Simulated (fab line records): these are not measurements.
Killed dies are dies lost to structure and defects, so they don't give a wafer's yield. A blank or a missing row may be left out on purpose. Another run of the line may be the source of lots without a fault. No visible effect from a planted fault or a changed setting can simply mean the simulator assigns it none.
fab line records | flow n5Finfet | part 2 of 2: steps 27 to 31 of 31
[record] lots = 5 wafers = 15 lastDay = 16
route steps=1938 shown FIN_SAQP@146 FIN_CUT@154
lots that met no fault: taken from a fault-free run of the same line
startH: the number of hours between the record's first day and the start of the first shown wafer of the lot | waitH: hours from the lot's prior step to this one | " same as the row above | L1.1+2: a single row standing in for several wafers | - no value present, or no start provided | * or withheld: withheld | < > ~ a bound
route shown NAME@n: names a module that has steps shown in the file, with the first one's number in the route | usual: average and standard deviation across the fault-free wafers | same: alike in all rows | chamber/n: place in a boat | sites: per-site readings | _std_site: the values' standard deviation | _edge_site: inner sites' mean taken away from outer sites' mean | radiusMm: for every site, how far away it sits from the centre of the wafer | mask NAME#n: copy n | behind: the tool/chamber that last shaped the wafer | hold: why the lot went on hold/how many hours it stayed there/how the hold came to an end | device: the transistor (n, p or np) that didn't switch | end of line: the same wafers' tests at the end of the route | a step given without rows: its recipe and nothing more | killed: count of dies lost to structure and defects at first sort (not the wafer's yield) | map: a wafer's dies, x killed, . not, _ none there
set.NAME: the setting as run; set.NAME@STEP: as run at that earlier step | model.NAME: the simulator's own value behind a step, which no gauge read
lots seen at some steps along the route; tables by step, rows by wafer
services: from which hour (startH, from the record's first day; less than 0 if before it) a tool's chamber was out of use, for how many hours, and why
[[steps]]
[step N5_FIN_CUT_STRIP_24]
[recipe] chemistry = CF4 resist = SiARC powerW = 300 biasPowerW = 75 pressureMtorr = 50 cf4FlowSccm = 150 rfFrequencyHz = 6e+07
[usual] drypumpMotorCurrentA = 5.7/0.38 oesProductAu = 0.82/0.08 rfVppV = 271.6/1.7 showerheadPlenumPTorr = 1.82/0.07 throttleValvePct = 13.49/0.24
// columns lot.wafer tool chamber startH waitH drypumpMotorCurrentA oesProductAu rfHoursCounterH rfVppV showerheadPlenumPTorr throttleValvePct
L074.1 rieDiel-02 2 28.46 0.0 6.5 0.85 31 271.0 1.75 13.69
L074.3 " 1 " " 5.6 1.00 0 274.5 1.91 13.12
L074.6 " 1 " " 5.6 1.00 - 273.6 1.91 13.13
L075.2 rieDiel-02 2 34.59 0.0 6.5 0.86 33 270.7 1.75 13.68
L075.4 " 0 " " 5.1 0.77 116 273.4 1.88 13.68
L075.5 " 1 " " 5.6 0.99 - 273.4 1.91 13.12
L089.2 rieDiel-04 1 117.62 0.0 5.6 0.72 190 271.2 1.80 13.71
L089.4 " 1 " " 5.5 0.71 - 271.0 1.80 13.73
L089.6 " 2 " " 5.3 0.84 - 270.8 1.74 13.57
L091.2 rieDiel-02 2 130.36 0.0 6.5 0.81 64 269.2 1.74 13.76
L091.4 " 1 " " 5.7 0.91 29 271.5 1.90 13.19
L091.6 " 0 " " 5.1 0.75 - 272.8 1.87 13.76
L095.1 rieDiel-06 1 154.28 0.0 6.2 0.86 43 270.8 1.75 13.23
L095.4 " 2 " " 6.0 0.83 72 273.4 1.89 13.33
L095.6 " 2 " " 6.0 0.83 - 271.7 1.89 13.33
[step N5_FIN_CUT_CUT_ETCH_26]
[recipe] chemistry = CH3F/O2 target = SiNx targetDepthA = 390 maskMaterial = SOC timeS = 55.7 pressureMtorr = 30 sourceW = 395 biasW = 73 Ar_flow_sccm = 150 CH3F_flow_sccm = 30 O2_flow_sccm = 20 ionEnergyEv = 120
[usual] drypumpMotorCurrentA = 5.7/0.39 mfcArSccm = 149.9/0.45 oesProductAu = 0.82/0.085 rfVppV = 296/3.8 showerheadPlenumPTorr = 2.02/0.084 throttleValvePct = 16.28/0.25
// columns lot.wafer tool chamber startH waitH drypumpMotorCurrentA mfcArSccm oesProductAu rfHoursCounterH rfVppV showerheadPlenumPTorr throttleValvePct
L074.1 rieDiel-02 2 28.48 0.0 6.5 149.5 0.86 31 293 1.94 16.54
L074.3 " 1 " " 5.6 150.1 1.00 0 293 2.14 15.93
L074.6 " 1 " " 5.6 150.1 0.99 - 291 2.14 15.95
L075.2 rieDiel-02 2 34.61 0.0 6.5 150.7 0.87 33 291 1.94 16.53
L075.4 " 0 " " 5.1 150.2 0.79 116 299 2.12 16.62
L075.5 " 1 " " 5.6 149.3 1.01 - 293 2.14 15.94
L089.2 rieDiel-04 1 117.64 0.0 5.5 150.4 0.73 190 302 1.99 16.44
L089.4 " 1 " " 5.5 149.7 0.72 - 301 1.99 16.44
L089.6 " 2 " " 5.4 150.6 0.86 - 292 1.94 16.38
L091.2 rieDiel-02 2 130.38 0.0 6.5 150.0 0.81 64 293 1.93 16.59
L091.4 " 1 " " 5.6 149.8 0.91 30 292 2.13 15.99
L091.6 " 0 " " 5.1 149.4 0.77 - 300 2.11 16.66
L095.1 rieDiel-06 1 154.30 0.0 6.2 150.8 0.86 43 292 1.96 16.01
L095.4 " 2 " " 6.0 149.5 0.84 72 300 2.11 16.13
L095.6 " 2 " " 6.0 149.9 0.84 - 301 2.11 16.14
[step N5_FIN_CUT_CUT_ETCH_27]
[recipe] chemistry = CHF3/O2 target = SiO2 targetDepthA = 40 maskMaterial = SOC overetchA = 20 timeS = 4.9 pressureMtorr = 30 sourceW = 650 biasW = 170 Ar_flow_sccm = 200 CHF3_flow_sccm = 50 O2_flow_sccm = 5 ionEnergyEv = 200
[usual] drypumpMotorCurrentA = 5.7/0.38 mfcArSccm = 200.0/0.61 oesProductAu = 0.65/0.065 rfVppV = 522/6.6 showerheadPlenumPTorr = 2.44/0.097 throttleValvePct = 18.74/0.25
// columns lot.wafer tool chamber startH waitH drypumpMotorCurrentA mfcArSccm oesProductAu rfHoursCounterH rfVppV showerheadPlenumPTorr throttleValvePct
L074.1 rieDiel-02 2 28.52 0.0 6.5 200.4 0.68 32 515 2.34 19.00
L074.3 " 1 " " 5.6 200.9 0.80 0 515 2.57 18.43
L074.6 " 1 " " 5.6 200.7 0.80 - 515 2.57 18.43
L075.2 rieDiel-02 2 34.65 0.0 6.5 201.1 0.68 33 514 2.34 19.00
L075.4 " 0 " " 5.1 200.1 0.61 116 526 2.55 19.09
L075.5 " 1 " " 5.6 200.1 0.79 - 515 2.57 18.42
L089.2 rieDiel-04 1 117.68 0.0 5.5 200.2 0.57 190 531 2.40 18.85
L089.4 " 1 " " 5.5 199.7 0.57 - 531 2.40 18.85
L089.6 " 2 " " 5.4 199.9 0.66 - 519 2.34 18.88
L091.2 rieDiel-02 2 130.42 0.0 6.5 199.9 0.65 64 516 2.33 19.08
L091.4 " 1 " " 5.6 199.6 0.73 30 514 2.56 18.46
L091.6 " 0 " " 5.1 198.4 0.60 - 528 2.53 19.13
L095.1 rieDiel-06 1 154.35 0.0 6.2 199.6 0.70 43 514 2.36 18.49
L095.4 " 2 " " 6.0 200.4 0.66 72 529 2.54 18.60
L095.6 " 2 " " 6.0 200.7 0.67 - 529 2.54 18.60
[step N5_FIN_CUT_PRECLEAN_35]
[recipe] timeS = 13.3 tempC = 45 pressureTorr = 125 pHfTorr = 3 pCoreactantTorr = 25 chemistry = vHF
[usual] drypumpMotorCurrentA = 5.9/0.59
// columns lot.wafer tool chamber startH waitH drypumpMotorCurrentA
L074.1 vaporEtch-02 1 28.59 0.0 6.2
L074.3 " 1 " " 6.2
L074.6 " 1 " " 6.2
L075.2 vaporEtch-01 1 34.72 0.0 4.8
L075.4 " 1 " " 4.9
L075.5 " 1 " " 4.8
L089.2 vaporEtch-02 0 117.75 0.0 6.2
L089.4 " 1 " " 6.2
L089.6 " 0 " " 6.2
L091.2 vaporEtch-02 0 130.49 0.0 6.2
L091.4 " 1 " " 6.1
L091.6 " 0 " " 6.2
L095.1 vaporEtch-01 0 154.42 0.0 6.3
L095.4 " 1 " " 4.8
L095.6 " 0 " " 6.3
[step N5_FIN_CUT_CUT_ETCH_15]
[recipe] chemistry = HBr/Cl2/O2 target = Si targetDepthA = 1000 btTimeS = 10 maskMaterial = SOC timeS = 42.4 ionEnergyEv = * biasW = * pressureMtorr = 10 icpW = 800 HBr_flow_sccm = 150 Cl2_flow_sccm = 80 O2_flow_sccm = 12
[usual] drypumpMotorCurrentA = 5.7/0.48 oesProductAu = 1.007/0.017 throttleValvePct = 37.21/0.27
// columns lot.wafer tool chamber startH waitH drypumpMotorCurrentA oesProductAu rfHoursCounterH throttleValvePct
L074.1 rieSi-05 2 28.67 0.1 5.0 1.025 140 37.02
L074.3 " 0 " " 5.6 0.988 108 37.34
L074.6 " 2 " " 5.0 1.034 - 37.01
L075.2 rieSi-05 0 34.80 0.1 5.6 0.994 108 37.33
L075.4 " 3 " " 6.1 1.005 16 37.25
L075.5 " 2 " " 5.0 1.038 - 37.02
L089.2 rieSi-05 3 117.83 0.1 6.1 1.016 17 37.24
L089.4 " 0 " " 5.6 0.994 110 37.34
L089.6 " 2 " " 5.0 1.031 - 37.00
L091.2 rieSi-03 0 130.58 0.1 5.5 1.022 178 37.30
L091.4 " 3 " " 5.6 1.027 136 36.91
L091.6 " 0 " " 5.5 1.017 - 37.31
L095.1 rieSi-05 1 154.50 0.1 6.4 0.998 4 37.26
L095.4 " 2 " " 5.0 1.031 143 37.03
L095.6 " 3 " " 6.1 1.009 - 37.24
[[services]]
// columns tool chamber startH hours kind
rieSi-03 3 10.04 4.7 repair
euvScanner-01 - 20.31 4.6 pm
euvScanner-02 - 23.91 1.0 pm
wetBench-04 - 25.51 1.6 repair
euvScanner-02 - 31.85 2.9 repair
euvScanner-01 - 34.77 1.0 pm
rieDiel-04 - 41.41 0.5 repair
rieDiel-04 3 42.13 4.5 repair
rieDiel-04 1 53.27 13.5 repair
euvScanner-02 - 60.94 0.4 repair
rieSi-03 0 63.89 4.9 repair
euvScanner-02 - 65.09 1.0 pm
wetBench-04 - 70.00 2.1 repair
rieDiel-02 1 80.37 7.8 repair
rieDiel-02 0 80.68 14.0 repair
euvScanner-01 - 88.21 1.0 pm
rieDiel-04 2 97.38 9.7 repair
vaporEtch-02 - 110.56 2.8 pm
euvScanner-01 - 111.75 1.5 repair
rieSi-02 1 129.06 2.3 repair
rieDiel-02 3 139.39 2.0 repair
euvScanner-01 - 144.36 1.0 pm
rieDiel-04 3 146.43 9.5 repair
euvScanner-01 - 154.20 101.9 repair
